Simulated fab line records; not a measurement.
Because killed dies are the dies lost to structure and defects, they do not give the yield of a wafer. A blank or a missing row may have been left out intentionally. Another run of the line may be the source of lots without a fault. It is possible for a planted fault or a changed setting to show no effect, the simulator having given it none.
Matching of chambers ; flow n5 finfet ; rie diel-01 running N5_SDB_ETCH_25: 4 sister chambers
The step etches SiO2 in C4F6/O2, target depth 10 nm, time 3.3 s. 4 wafers are shown with their chamber, then 8 later ones without.

== WAFERS, EACH WITH ITS CHAMBER ==
wafer;chamber;drypump motor current A (A)
L083.3;0;5.3
L085.3;1;4.9
L085.4;2;5.5
L092.1;3;5.8

== WAFERS WITH NO CHAMBER GIVEN ==
wafer;drypump motor current A (A)
L092.2;4.9
L092.3;5.4
L093.1;5.8
L093.2;5.5
L093.4;4.9
L095.1;5.5
L095.4;5.4
L095.6;4.8

== THE CHAMBER EACH PASSED THROUGH ==
wafer;from the rows above;in truth
L092.2;1;1
L092.3;can't be placed: 2 or 0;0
L093.1;3;3
L093.2;2;2
L093.4;1;1
L095.1;2;2
L095.4;can't be placed: 2 or 0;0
L095.6;1;1
Correctly placed: 6 of 8. Not placeable from these rows: 2 (in 2, the candidates include the true chamber). Number placed wrongly: 0.
How it was worked out, from the rows above alone: a wafer's distance from a chamber is the root of the sum, over the readings, of the square of ((its reading less the chamber's mean) divided by the reading's scatter). If the next closest chamber is less than 2 further off than the closest, the wafer can't be placed; otherwise it belongs to the closest. The mean given for a chamber averages the wafers shown for that chamber. The scatter: with one shown wafer a chamber, the root of the mean of the squares of how far each hidden wafer lies from its nearest shown one.
